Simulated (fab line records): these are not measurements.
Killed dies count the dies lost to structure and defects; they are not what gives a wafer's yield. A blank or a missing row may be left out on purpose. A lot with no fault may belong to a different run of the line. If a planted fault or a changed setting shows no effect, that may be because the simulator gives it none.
Which tool did it?	flow nandHarc	72 wafers from 24 lots sampled at 6 of the route's 1302 steps

== WHAT THE GAUGES SHOWED, per wafer ==
The record lacks any reading of a measuring or inspecting step that a usual standard deviation could be used to judge.

== TOOL THAT RAN EACH LOT (tool first, then ch and the chambers of the sampled wafers, then the start) ==
lot	NHARC_A_STAIRCASE_ETCH_19	NHARC_A_STAIRCASE_ETCH_192	NHARC_A_STAIRCASE_TRIM_196	NHARC_A_STAIRCASE_ETCH_223	NHARC_A_STAIRCASE_ETCH_227	NHARC_A_STAIRCASE_ETCH_232
L074	rieDiel-03 ch 0,1, day 16 00:22 or earlier	rieDiel-11 ch 0,1,2, day 16 00:22 or earlier	rieDiel-13 ch 1,2, day 16 00:22	rieDiel-03 ch 1,2, no start	rieDiel-03 ch 0,1, no start	rieDiel-11 ch 0,2,3, no start
L075	rieDiel-13 ch 0,2,3, day 16 00:32 or earlier	rieDiel-11 ch 1,2,3, day 16 00:32 or earlier	rieDiel-13 ch 0,2,3, day 16 00:32	rieDiel-11 ch 0,1,2, no start	rieDiel-11 ch 0,1,2, no start	rieDiel-13 ch 0,1,2, no start
L076	rieDiel-03 ch 0,2, day 16 14:25 or earlier	rieDiel-13 ch 0,2, day 16 14:25 or earlier	rieDiel-03 ch 0,1,2, day 16 14:25	rieDiel-11 ch 0,3, no start	rieDiel-11 ch 0,1, no start	rieDiel-03 ch 0,1,2, no start
L077	rieDiel-13 ch 1,2,3, day 16 22:21 or earlier	rieDiel-11 ch 2,3, day 16 22:21 or earlier	rieDiel-03 ch 0,1, day 16 22:21	rieDiel-13 ch 0,1, no start	rieDiel-13 ch 0,2,3, no start	rieDiel-11 ch 1,2, no start
L079	rieDiel-13 ch 0,2, day 17 15:14 or earlier	rieDiel-11 ch 1,2,3, day 17 15:14 or earlier	rieDiel-11 ch 1,2,3, day 17 15:14	rieDiel-11 ch 0,2,3, no start	rieDiel-11 ch 0,2, no start	rieDiel-03 ch 0,3, no start
L078	rieDiel-13 ch 0,1,3, day 17 15:23 or earlier	rieDiel-11 ch 0,1,3, day 17 15:23 or earlier	rieDiel-11 ch 1,2,3, day 17 15:23	rieDiel-11 ch 0,1,3, no start	rieDiel-11 ch 0,3, no start	rieDiel-11 ch 0,3, no start
L080	rieDiel-11 ch 0,3, day 18 10:38 or earlier	rieDiel-03 ch 0,1,3, day 18 10:38 or earlier	rieDiel-03 ch 0,1,3, day 18 10:38	rieDiel-11 ch 0,1, no start	rieDiel-11 ch 0,1,3, no start	rieDiel-03 ch 0,1, no start
L081	rieDiel-03 ch 1,3, day 18 11:07 or earlier	rieDiel-11 ch 0,2,3, day 18 11:07 or earlier	rieDiel-03 ch 0,1,3, day 18 11:07	rieDiel-11 ch 0,1,2, no start	rieDiel-11 ch 1,3, no start	rieDiel-11 ch 0,1,2, no start
L082	rieDiel-13 ch 1,2, day 19 17:48 or earlier	rieDiel-11 ch 0,1,2, day 19 17:48 or earlier	rieDiel-03 ch 0,3, day 19 17:48	rieDiel-03 ch 0,3, no start	rieDiel-03 ch 0,3, no start	rieDiel-03 ch 0,1,3, no start
L083	rieDiel-13 ch 0,2, day 19 18:42 or earlier	rieDiel-03 ch 1,3, day 19 18:42 or earlier	rieDiel-11 ch 0,1,2, day 19 18:42	rieDiel-11 ch 1,2, no start	rieDiel-11 ch 0,1,3, no start	rieDiel-11 ch 0,2,3, no start
L085	rieDiel-13 ch 1,2,3, day 20 03:24 or earlier	rieDiel-11 ch 0,2,3, day 20 03:24 or earlier	rieDiel-11 ch 1,2,3, day 20 03:24	rieDiel-13 ch 1,2,3, no start	rieDiel-13 ch 1,2,3, no start	rieDiel-13 ch 1,2,3, no start
L084	rieDiel-13 ch 0,1,2, day 20 03:41 or earlier	rieDiel-13 ch 0,1,2, day 20 03:41 or earlier	rieDiel-13 ch 0,2,3, day 20 03:41	rieDiel-11 ch 0,1, no start	rieDiel-11 ch 1,2, no start	rieDiel-13 ch 0,1,2, no start
L086	rieDiel-03 ch 0,1,3, day 21 05:02 or earlier	rieDiel-03 ch 1,3, day 21 05:02 or earlier	rieDiel-11 ch 0,3, day 21 05:02	rieDiel-11 ch 0,1, no start	rieDiel-11 ch 0,1, no start	rieDiel-11 ch 0,1,3, no start
L087	rieDiel-13 ch 0,3, day 21 19:28 or earlier	rieDiel-03 ch 1,3, day 21 19:28 or earlier	rieDiel-03 ch 0,1, day 21 19:28	rieDiel-11 ch 0,1,2, no start	rieDiel-11 ch 1,2, no start	rieDiel-13 ch 2,3, no start
L089	rieDiel-11 ch 0,2,3, day 21 20:13 or earlier	rieDiel-03 ch 0,3, day 21 20:13 or earlier	rieDiel-03 ch 0,1,3, day 21 20:13	rieDiel-03 ch 1,2,3, no start	rieDiel-03 ch 0,2,3, no start	rieDiel-11 ch 1,2,3, no start
L088	rieDiel-03 ch 0,1,3, day 21 21:49 or earlier	rieDiel-13 ch 0,1,3, day 21 21:49 or earlier	rieDiel-03 ch 0,1, day 21 21:49	rieDiel-03 ch 1,2, no start	rieDiel-03 ch 2,3, no start	rieDiel-03 ch 2,3, no start
L090	rieDiel-03 ch 0,2, day 22 08:07 or earlier	rieDiel-03 ch 0,3, day 22 08:07 or earlier	rieDiel-03 ch 0,3, day 22 08:07	rieDiel-11 ch 0,1, no start	rieDiel-11 ch 0,2,3, no start	rieDiel-13 ch 0,3, no start
L091	rieDiel-13 ch 1,3, day 23 06:36 or earlier	rieDiel-11 ch 0,1,3, day 23 06:36 or earlier	rieDiel-03 ch 0,1, day 23 06:36	rieDiel-13 ch 0,2,3, no start	rieDiel-13 ch 1,2, no start	rieDiel-11 ch 0,2, no start
L092	rieDiel-03 ch 0,1, day 23 12:29 or earlier	rieDiel-13 ch 2,3, day 23 12:29 or earlier	rieDiel-11 ch 1,2,3, day 23 12:29	rieDiel-11 ch 0,1,2, no start	rieDiel-11 ch 1,2, no start	rieDiel-11 ch 1,2,3, no start
L093	rieDiel-11 ch 0,3, day 23 13:17 or earlier	rieDiel-13 ch 1,3, day 23 13:17 or earlier	rieDiel-03 ch 0,1,2, day 23 13:17	rieDiel-03 ch 1,2, no start	rieDiel-03 ch 0,3, no start	rieDiel-03 ch 1,2, no start
L094	rieDiel-03 ch 0,1,2, day 24 01:00 or earlier	rieDiel-13 ch 1,2, day 24 01:00 or earlier	rieDiel-03 ch 0,1,2, day 24 01:00	rieDiel-03 ch 0,3, no start	rieDiel-03 ch 1,2,3, no start	rieDiel-03 ch 2,3, no start
L095	rieDiel-11 ch 1,2, day 24 22:05 or earlier	rieDiel-13 ch 2,3, day 24 22:05 or earlier	rieDiel-03 ch 0,3, day 24 22:05	rieDiel-03 ch 1,2,3, no start	rieDiel-03 ch 0,3, no start	rieDiel-11 ch 1,2, no start
L096	rieDiel-11 ch 0,1,2, day 25 06:26 or earlier	rieDiel-03 ch 1,2,3, day 25 06:26 or earlier	rieDiel-11 ch 0,1,3, day 25 06:26	rieDiel-03 ch 1,2,3, no start	rieDiel-03 ch 1,2,3, no start	rieDiel-03 ch 0,1,2, no start
L097	rieDiel-03 ch 0,3, day 25 13:40 or earlier	rieDiel-11 ch 0,1, day 25 13:40 or earlier	rieDiel-11 ch 0,3, day 25 13:40	rieDiel-03 ch 1,2,3, no start	rieDiel-03 ch 0,1,3, no start	rieDiel-11 ch 1,2,3, no start
- NHARC_A_STAIRCASE_ETCH_19: etches the open film in C4F8/O2, target depth 100 nm, time 40.5 s.
- NHARC_A_STAIRCASE_ETCH_192: etches the open film in C4F8/O2, target depth 100 nm, time 40.5 s.
- NHARC_A_STAIRCASE_TRIM_196: chemistry O2, time 211.2 s.
- NHARC_A_STAIRCASE_ETCH_223: etches the open film in C4F8/O2, target depth 100 nm, time 40.5 s.
- NHARC_A_STAIRCASE_ETCH_227: etches the open film in C4F8/O2, target depth 100 nm, time 40.5 s.
- NHARC_A_STAIRCASE_ETCH_232: etches the open film in C4F8/O2, target depth 100 nm, time 40.5 s.

== WHAT THE TOOLS THEMSELVES READ (means of the sampled wafers that have a number; where no wafer has one, the mark that the record gives instead) ==
NHARC_A_STAIRCASE_ETCH_19. Usual: oesProductAu 0.942 a.u., standard deviation 0.012; rfVppV 895 V, standard deviation 5.9.
lot	tool	oesProductAu (a.u.)	rfVppV (V)	flag
L074	rieDiel-03	0.957	889	
L075	rieDiel-13	0.953	897	
L076	rieDiel-03	0.952	893	
L077	rieDiel-13	0.941	896	
L079	rieDiel-13	0.944	893	
L078	rieDiel-13	0.937	897	
L080	rieDiel-11	0.947	905	
L081	rieDiel-03	0.943	892	
L082	rieDiel-13	0.944	891	
L083	rieDiel-13	0.944	892	
L085	rieDiel-13	0.935	895	
L084	rieDiel-13	0.959	892	
L086	rieDiel-03	0.948	891	
L087	rieDiel-13	0.947	897	
L089	rieDiel-11	0.942	900	
L088	rieDiel-03	0.941	892	
L090	rieDiel-03	0.933	895	
L091	rieDiel-13	0.927	899	
L092	rieDiel-03	0.949	889	
L093	rieDiel-11	0.942	904	
L094	rieDiel-03	0.950	891	
L095	rieDiel-11	0.926	891	
L096	rieDiel-11	0.936	895	
L097	rieDiel-03	0.941	895	

NHARC_A_STAIRCASE_ETCH_192. Usual: oesProductAu 0.941 a.u., standard deviation 0.011; rfVppV 895 V, standard deviation 6.1.
lot	tool	oesProductAu (a.u.)	rfVppV (V)	flag
L074	rieDiel-11	0.943	898	
L075	rieDiel-11	0.947	898	
L076	rieDiel-13	0.949	893	
L077	rieDiel-11	0.961	895	
L079	rieDiel-11	0.947	897	
L078	rieDiel-11	0.943	901	
L080	rieDiel-03	0.954	893	
L081	rieDiel-11	0.957	900	
L082	rieDiel-11	0.947	896	
L083	rieDiel-03	0.941	890	
L085	rieDiel-11	0.942	899	
L084	rieDiel-13	0.940	892	
L086	rieDiel-03	0.947	891	
L087	rieDiel-03	0.929	894	
L089	rieDiel-03	0.941	893	
L088	rieDiel-13	0.939	896	
L090	rieDiel-03	0.953	893	
L091	rieDiel-11	0.923	900	
L092	rieDiel-13	0.937	894	
L093	rieDiel-13	0.927	896	
L094	rieDiel-13	0.941	890	
L095	rieDiel-13	0.939	895	
L096	rieDiel-03	0.937	894	
L097	rieDiel-11	0.932	899	

NHARC_A_STAIRCASE_TRIM_196. Usual: drypumpMotorCurrentA 5.6 A, standard deviation 0.55; oesProductAu 1.001 a.u., standard deviation 0.01; rfVppV 57.7 V, standard deviation 0.94; showerheadPlenumPTorr 3.49 Torr, standard deviation 0.16; throttleValvePct 17.036 %, standard deviation 0.0092.
lot	tool	drypumpMotorCurrentA (A)	oesProductAu (a.u.)	rfVppV (V)	showerheadPlenumPTorr (Torr)	throttleValvePct (%)	flag
L074	rieDiel-13	5.3	0.995	57.7	3.42	17.033	
L075	rieDiel-13	5.8	0.995	58.2	3.56	17.039	
L076	rieDiel-03	5.3	1.005	57.5	3.41	17.031	
L077	rieDiel-03	4.9	1.010	57.6	3.32	17.033	
L079	rieDiel-11	6.0	1.006	57.9	3.56	17.040	
L078	rieDiel-11	5.9	1.003	58.2	3.56	17.034	
L080	rieDiel-03	5.3	1.014	57.6	3.43	17.043	
L081	rieDiel-03	5.3	1.009	57.0	3.43	17.039	
L082	rieDiel-03	5.8	1.017	57.2	3.53	17.043	
L083	rieDiel-11	5.9	1.001	57.7	3.54	17.032	
L085	rieDiel-11	5.9	0.996	58.1	3.55	17.034	
L084	rieDiel-13	5.8	1.001	58.3	3.54	17.048	
L086	rieDiel-11	6.0	1.005	57.7	3.75	17.030	
L087	rieDiel-03	4.9	0.988	58.5	3.31	17.027	
L089	rieDiel-03	5.4	0.998	57.5	3.42	17.032	
L088	rieDiel-03	4.9	0.993	57.6	3.31	17.033	
L090	rieDiel-03	5.6	1.006	58.1	3.45	17.034	
L091	rieDiel-03	4.9	1.002	57.1	3.30	17.031	
L092	rieDiel-11	5.9	0.988	58.1	3.54	17.036	
L093	rieDiel-03	5.3	0.990	57.5	3.40	17.033	
L094	rieDiel-03	5.3	1.004	56.6	3.40	17.040	
L095	rieDiel-03	5.8	1.004	57.6	3.51	17.035	
L096	rieDiel-11	6.2	0.988	57.7	3.64	17.030	
L097	rieDiel-11	6.1	1.003	59.1	3.73	17.043	

NHARC_A_STAIRCASE_ETCH_223. Usual: oesProductAu 0.942 a.u., standard deviation 0.011; rfVppV 896 V, standard deviation 6.1.
lot	tool	oesProductAu (a.u.)	rfVppV (V)	flag
L074	rieDiel-03	0.940	894	
L075	rieDiel-11	0.948	898	
L076	rieDiel-11	0.950	904	
L077	rieDiel-13	0.935	894	
L079	rieDiel-11	0.940	901	
L078	rieDiel-11	0.933	901	
L080	rieDiel-11	0.940	898	
L081	rieDiel-11	0.948	896	
L082	rieDiel-03	0.956	893	
L083	rieDiel-11	0.944	892	
L085	rieDiel-13	0.948	897	
L084	rieDiel-11	0.926	898	
L086	rieDiel-11	0.941	897	
L087	rieDiel-11	0.940	896	
L089	rieDiel-03	0.947	894	
L088	rieDiel-03	0.942	889	
L090	rieDiel-11	0.928	900	
L091	rieDiel-13	0.941	896	
L092	rieDiel-11	0.938	896	
L093	rieDiel-03	0.940	891	
L094	rieDiel-03	0.945	892	
L095	rieDiel-03	0.944	894	
L096	rieDiel-03	0.944	893	
L097	rieDiel-03	0.932	893	

NHARC_A_STAIRCASE_ETCH_227. Usual: oesProductAu 0.944 a.u., standard deviation 0.011; rfVppV 896 V, standard deviation 6.1.
lot	tool	oesProductAu (a.u.)	rfVppV (V)	flag
L074	rieDiel-03	0.953	890	
L075	rieDiel-11	0.955	897	
L076	rieDiel-11	0.945	901	
L077	rieDiel-13	0.954	897	
L079	rieDiel-11	0.958	895	
L078	rieDiel-11	0.946	904	
L080	rieDiel-11	0.937	900	
L081	rieDiel-11	0.943	902	
L082	rieDiel-03	0.957	896	
L083	rieDiel-11	0.937	901	
L085	rieDiel-13	0.931	897	
L084	rieDiel-11	0.938	892	
L086	rieDiel-11	0.956	901	
L087	rieDiel-11	0.951	892	
L089	rieDiel-03	0.948	895	
L088	rieDiel-03	0.943	899	
L090	rieDiel-11	0.937	900	
L091	rieDiel-13	0.944	892	
L092	rieDiel-11	0.959	892	
L093	rieDiel-03	0.934	895	
L094	rieDiel-03	0.946	894	
L095	rieDiel-03	0.945	895	
L096	rieDiel-03	0.936	894	
L097	rieDiel-03	0.942	891	

NHARC_A_STAIRCASE_ETCH_232. Usual: oesProductAu 0.947 a.u., standard deviation 0.012; rfVppV 896 V, standard deviation 5.9.
lot	tool	oesProductAu (a.u.)	rfVppV (V)	flag
L074	rieDiel-11	0.952	900	
L075	rieDiel-13	0.955	893	
L076	rieDiel-03	0.957	892	
L077	rieDiel-11	0.966	893	
L079	rieDiel-03	0.955	896	
L078	rieDiel-11	0.941	905	
L080	rieDiel-03	0.964	889	
L081	rieDiel-11	0.956	896	
L082	rieDiel-03	0.950	892	
L083	rieDiel-11	0.948	900	
L085	rieDiel-13	0.941	896	
L084	rieDiel-13	0.933	891	
L086	rieDiel-11	0.952	901	
L087	rieDiel-13	0.934	900	
L089	rieDiel-11	0.940	896	
L088	rieDiel-03	0.941	898	
L090	rieDiel-13	0.960	896	
L091	rieDiel-11	0.949	899	
L092	rieDiel-11	0.931	896	
L093	rieDiel-03	0.939	893	
L094	rieDiel-03	0.947	897	
L095	rieDiel-11	0.941	892	
L096	rieDiel-03	0.928	891	
L097	rieDiel-11	0.945	896	

== THE ANSWER, worked out from the rows above alone ==
Rule: a lot counts as off when the mean over its wafers that have a number is more than 3 standard deviations away from the usual mean. A lot without any number at a reading at which 4 lots or more have one is off too. The other lots that the step has rows for count as sound. Order of review: gauges by route order, followed by the tools' own readings, for which a lot's mean as printed above is used. The first step at which some lot is off is used, and at that step the reading that is off furthest; a lot without a number counts as furthest.
None of the lots is off at any reading shown; this tells nothing.

== WHAT THE SIMULATOR PUT IN ==
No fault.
